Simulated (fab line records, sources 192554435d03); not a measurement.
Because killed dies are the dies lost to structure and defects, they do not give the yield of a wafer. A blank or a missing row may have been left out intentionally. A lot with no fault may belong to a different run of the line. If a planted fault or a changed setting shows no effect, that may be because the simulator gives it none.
Split-lot trial	flow n5_finfet	on a route of 1938 steps: 7 lots, 21 wafers read

## ABOUT THE SPLIT
At N5_FIN_CUT_EXPOSE_05 (exposes mask FIN CUT), the setting dose_mj was moved away from the recipe's 45.75 on 8 of the 21 wafers read, by -5.5% to +6.7%. For the rest of the wafers, this setting stayed at what the recipe calls for.

## FROM THE SPLIT TO THE READING: what the file shows between them, 11 steps
- N5_FIN_CUT_PEB_06: peb time 60 s
- N5_FIN_CUT_DEVELOP_07: develop time 30 s
- N5_FIN_CUT_DESCUM_13: chemistry O2, time 7 s
- N5_FIN_CUT_ETCH_30: etches underlayer in N2/H2, target depth 13 nm, time 10.4 s
- N5_FIN_CUT_ETCH_20: etches SiARC in CF4, target depth 26 nm, time 43.3 s
- N5_FIN_CUT_ETCH_21: etches SOC in N2/H2, target depth 219 nm, overetch 43.8 nm, time 523.5 s
- N5_FIN_CUT_STRIP_23: strips in N2/H2
- N5_FIN_CUT_STRIP_31: strips in N2/H2
- N5_FIN_CUT_STRIP_24: strips in CF4
- N5_FIN_CUT_CUT_ETCH_26: etches SiNx in CH3F/O2, target depth 39 nm, time 55.7 s
- N5_FIN_CUT_CUT_ETCH_27: etches SiO2 in CHF3/O2, target depth 4 nm, overetch 2 nm, time 4.9 s

## THE READING
FIN_CUT.cd_offset_nm (the simulator's own value, which no gauge read), in nm, at N5_FIN_CUT_PRECLEAN_35 (cleans in vHF, time 13.3 s). The file gives no usual value for it. Here, 13 wafers ran the recipe; their average is -0.1 nm with a standard deviation of 0.52 nm.

wafer	tool, chamber at the split	dose_mj as run	against the recipe	FIN_CUT.cd_offset_nm, nm	against lot-mates on the recipe
L075.2	euv_scanner-01, 0	48.81	+6.7%	1	no lot-mate on the recipe
L075.3	euv_scanner-01, 0	48.81	+6.7%	1.4	no lot-mate on the recipe
L075.4	euv_scanner-01, 0	48.81	+6.7%	1.6	no lot-mate on the recipe
L076.1	euv_scanner-01, 0	45.75	recipe	-0.6	-
L076.4	euv_scanner-01, 0	45.75	recipe	-0.6	-
L076.5	euv_scanner-01, 0	45.75	recipe	-0.6	-
L078.1	euv_scanner-01, 0	45.75	recipe	0.6	-
L078.4	euv_scanner-01, 0	45.75	recipe	0.6	-
L078.6	euv_scanner-01, 0	45.75	recipe	0.6	-
L084.1	euv_scanner-01, 0	45.75	recipe	-0.4	-
L084.2	euv_scanner-01, 0	48.33	+5.6%	1.2	+1.6
L084.5	euv_scanner-01, 0	48.33	+5.6%	1.4	+1.8
L090.1	euv_scanner-02, 0	43.23	-5.5%	-1	-1.3
L090.2	euv_scanner-02, 0	45.75	recipe	0.4	-
L090.4	euv_scanner-02, 0	45.75	recipe	0.2	-
L094.1	euv_scanner-02, 0	45.75	recipe	0	-
L094.3	euv_scanner-02, 0	45.75	recipe	-0.4	-
L094.5	euv_scanner-02, 0	45.75	recipe	-0.2	-
L095.1	euv_scanner-01, 0	45.75	recipe	-1	-
L095.2	euv_scanner-01, 0	43.88	-4.1%	-1.6	-0.6
L095.6	euv_scanner-01, 0	43.88	-4.1%	-1.4	-0.4

FIT RESULTS
A straight line over all 21 wafers: FIN_CUT.cd_offset_nm changes by +0.236 nm for each +1% of dose_mj; r = +0.87; the points scatter about the line by 0.48 nm.
The same after taking each lot's own level away (the mean of its wafers on the recipe; 18 wafers): +0.241 nm for each +1%; r = +0.96; scatter 0.21 nm.
That fit puts the effect of the largest move of dose_mj on the reading at 1.6 nm.
The span of the lots' own levels, -1.00 to 0.60 nm, comes to 3.1 times the standard deviation stated above.
The two slopes agree, so the slope changes little with the lot-to-lot level.
Check: for one of the wafers moved furthest among these (+5.6%), held out of the fit, the line's prediction against its lot-mates is +1.38 nm. It came out at +1.6 nm against them.

## THE OTHER SPLITS THESE WAFERS WENT THROUGH
Other splits were also applied to these wafers ahead of the reading. Each is held against what the fit with the lots' levels taken away leaves over:
other split on the same wafers	wafers away from the commonest value	r with FIN_CUT.cd_offset_nm (lot level and that fit taken away)
N5_WELL_APT_COAT_02 spin_rpm	12	-0.36
N5_WELL_APT_EXPOSE_22 dose_mj	5	-0.49
N5_WELL_APT_PEB_23 peb_temp_c	10	+0.05
N5_FIN_SAQP_ETCH_65 time_s	9	-0.01
N5_FIN_SAQP_ETCH_69 target_depth_a	8	+0.38

## THE WHOLE CHAIN: every reading that the file lists as answering this split, in the file's order
step	what it does	reading	change (the file's fit)	r (the file's)
N5_FIN_CUT_ETCH_30	etches underlayer in N2/H2, target depth 13 nm, time 10.4 s	FIN_CUT.cd_offset_nm (the simulator's own value, which no gauge read)	+0.151 nm for each +1% of the setting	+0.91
N5_FIN_CUT_ETCH_20	etches SiARC in CF4, target depth 26 nm, time 43.3 s	FIN_CUT.cd_offset_nm (the simulator's own value, which no gauge read)	+0.13 nm for each +1% of the setting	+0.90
N5_FIN_CUT_ETCH_21	etches SOC in N2/H2, target depth 219 nm, overetch 43.8 nm, time 523.5 s	FIN_CUT.cd_offset_nm (the simulator's own value, which no gauge read)	+0.215 nm for each +1% of the setting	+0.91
N5_FIN_CUT_CUT_ETCH_26	etches SiNx in CH3F/O2, target depth 39 nm, time 55.7 s	FIN_CUT.cd_offset_nm (the simulator's own value, which no gauge read)	+0.219 nm for each +1% of the setting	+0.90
N5_FIN_CUT_CUT_ETCH_27	etches SiO2 in CHF3/O2, target depth 4 nm, overetch 2 nm, time 4.9 s	FIN_CUT.cd_offset_nm (the simulator's own value, which no gauge read)	+0.226 nm for each +1% of the setting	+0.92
N5_FIN_CUT_PRECLEAN_35	cleans in vHF, time 13.3 s	FIN_CUT.cd_offset_nm (the simulator's own value, which no gauge read)	+0.238 nm for each +1% of the setting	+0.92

## FILE'S OWN FIT
FIN_CUT.cd_offset_nm changes by +0.238 nm for each +1% of dose_mj, r = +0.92.
